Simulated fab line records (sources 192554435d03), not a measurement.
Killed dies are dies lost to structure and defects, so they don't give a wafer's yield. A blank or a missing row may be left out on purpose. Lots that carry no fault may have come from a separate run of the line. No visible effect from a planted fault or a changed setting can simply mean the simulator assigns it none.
Problem report in the 8D (eight disciplines) form, filled by code -- flow n5Finfet -- the parts of the form that need people (team, actions taken, sign-off) are left out

== 1. THE ISSUE ==
At N5_BEOL_M7_ILD_DEP_00, susceptorTempC averages 296.39 C over 3 wafers from 2 lots, while fault-free wafers read 300.00 C, standard deviation 0.19. Relative to the usual mean, that is a shift of -19 standard deviations.
The step: deposits SiCOH lowk from DEMS/porogen, target thk 179.75 nm, time 33.4 s.
The first sign was on wafer L355.3 at day 15 05:30, on pecvd-03. Wafers with a number at this step in the record: 30, from 10 lots. Rule for "out" (also "out of limits"): further than 4 standard deviations from the usual mean. The rest of the wafers with a number are treated as sound.

== 2. WHAT THIS IS AND IS NOT ==
question,is,is not
which readings at this step,susceptorTempC,"heaterPowerW, throttleValvePct"
which lots,"L354, L355","L337, L338, L339, L341, L343, L344, L345, L347"
which wafers of those lots,"L354.4, L355.3, L355.6","L354.5, L354.6, L355.1"
read on which tools,pecvd-03,"pecvd-01, pecvd-04"
when,from day 15 05:30,up to then (25 sound wafers); but 2 sound wafers of L354 came after

== 3. THE SUSPECTS, EACH WITH WHAT RULES IT OUT ==
Counting: any tool at a process step up to the reading remains a suspect provided it ran every lot that is out. Sound lots after the first of them don't rule it out here, since some wafers of a struck lot are sound.
- rtpAnneal-02 at N5_BEOL_M6_ANNEAL_51 (time 90 s): kept. Every lot that is out went through it, the first being L355 (day 15 04:43); the last sound lot it ran before that was L347 (day 12 20:34).
- pecvd-03 at N5_BEOL_M7_ILD_DEP_00 (deposits SiCOH lowk from DEMS/porogen, target thk 179.75 nm, time 33.4 s): kept. Every lot that is out went through it, the first being L355 (day 15 05:30); the last sound lot it ran before that was L345 (day 13 04:40). Out on those wafers are its own readings of susceptorTempC.
- pecvd-03, N5_BEOL_M7_ILD_DEP_00: wafers that are out in chamber 1, sound lot-mates in chambers 0, 2.
Left after counting: rtpAnneal-02 at N5_BEOL_M6_ANNEAL_51, pecvd-03 at N5_BEOL_M7_ILD_DEP_00.

== 4. THE CAUSE (what the simulator had put in) ==
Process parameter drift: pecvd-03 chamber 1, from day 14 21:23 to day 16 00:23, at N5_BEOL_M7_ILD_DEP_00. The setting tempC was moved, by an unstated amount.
Counting leaves 2 suspects; this tool is one of them.

== 5. THE EFFECT CHAIN, in route order ==
One row per reading whose mean, taken over the struck wafers that have a number, lies over 3 standard deviations from the usual. Only readings for which the record gives a usual standard deviation are gone through. hours: the time from each lot's start at the first step in this table that gives one to its start at this step, as a median over the lots. sigmas: the change in usual standard deviations.
hours,step,reading,usual,on struck wafers,change,sigmas
0,N5_BEOL_M7_ILD_DEP_00,susceptorTempC,300.00 C,296.39,-3.61,-19
Here are the process steps it includes:
- N5_BEOL_M7_ILD_DEP_00: deposits SiCOH lowk from DEMS/porogen, target thk 179.75 nm, time 33.4 s.

== 6. WHAT WOULD HAVE CAUGHT IT SOONER ==
In this record no reading fell out of limits until day 15 05:30, 8 hours after the fault had begun at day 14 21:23.
